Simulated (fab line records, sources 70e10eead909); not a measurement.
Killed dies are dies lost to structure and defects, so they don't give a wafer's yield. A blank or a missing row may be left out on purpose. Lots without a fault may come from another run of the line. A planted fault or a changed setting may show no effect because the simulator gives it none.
Chamber matching | flow nand_harc | NHARC_A_CONTACT_ETCH_90 on rie_diel-11: 4 sister chambers
The step etches the open film in CH3F/O2, target depth 40 nm, time 85.7 s. 4 wafers are shown with their chamber, then 8 later ones without.

WAFERS WITH THEIR CHAMBER
wafer  | chamber | showerhead_plenum_p_Torr (Torr)
L081.3 | 0       | 2.36
L085.1 | 3       | 2.29
L085.5 | 2       | 2.48
L088.1 | 1       | 2.44

WAFERS WITHOUT THEIR CHAMBER
wafer  | showerhead_plenum_p_Torr (Torr)
L088.3 | 2.48
L088.4 | 2.35
L092.1 | 2.65
L092.4 | 2.34
L092.6 | 2.34
L095.2 | 2.34
L095.4 | 2.46
L095.6 | 2.46

WHICH CHAMBER EACH WENT THROUGH
wafer  | from the rows above               | in truth
L088.3 | can't be placed: 2 or 1 or 0      | 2
L088.4 | can't be placed: 0 or 3 or 1 or 2 | 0
L092.1 | can't be placed: 2 or 1 or 0      | 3
L092.4 | can't be placed: 0 or 3 or 1 or 2 | 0
L092.6 | can't be placed: 0 or 3 or 1 or 2 | 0
L095.2 | can't be placed: 0 or 3 or 1 or 2 | 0
L095.4 | can't be placed: 1 or 2 or 0      | 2
L095.6 | can't be placed: 1 or 2 or 0      | 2
Placed correctly: 0 of 8. Can't be placed from these rows: 8 (the true chamber is among the candidates in 7). Placed wrongly: 0.
How it was worked out, from the rows above alone: a wafer's distance from a chamber is the root of the sum, over the readings, of the square of ((its reading less the chamber's mean) divided by the reading's scatter). The wafer belongs to the nearest chamber; if the next one is less than 2 further off, it can't be placed. A chamber's mean is the mean of its shown wafers. The scatter: with one shown wafer a chamber, the root of the mean of the squares of how far each hidden wafer lies from its nearest shown one.
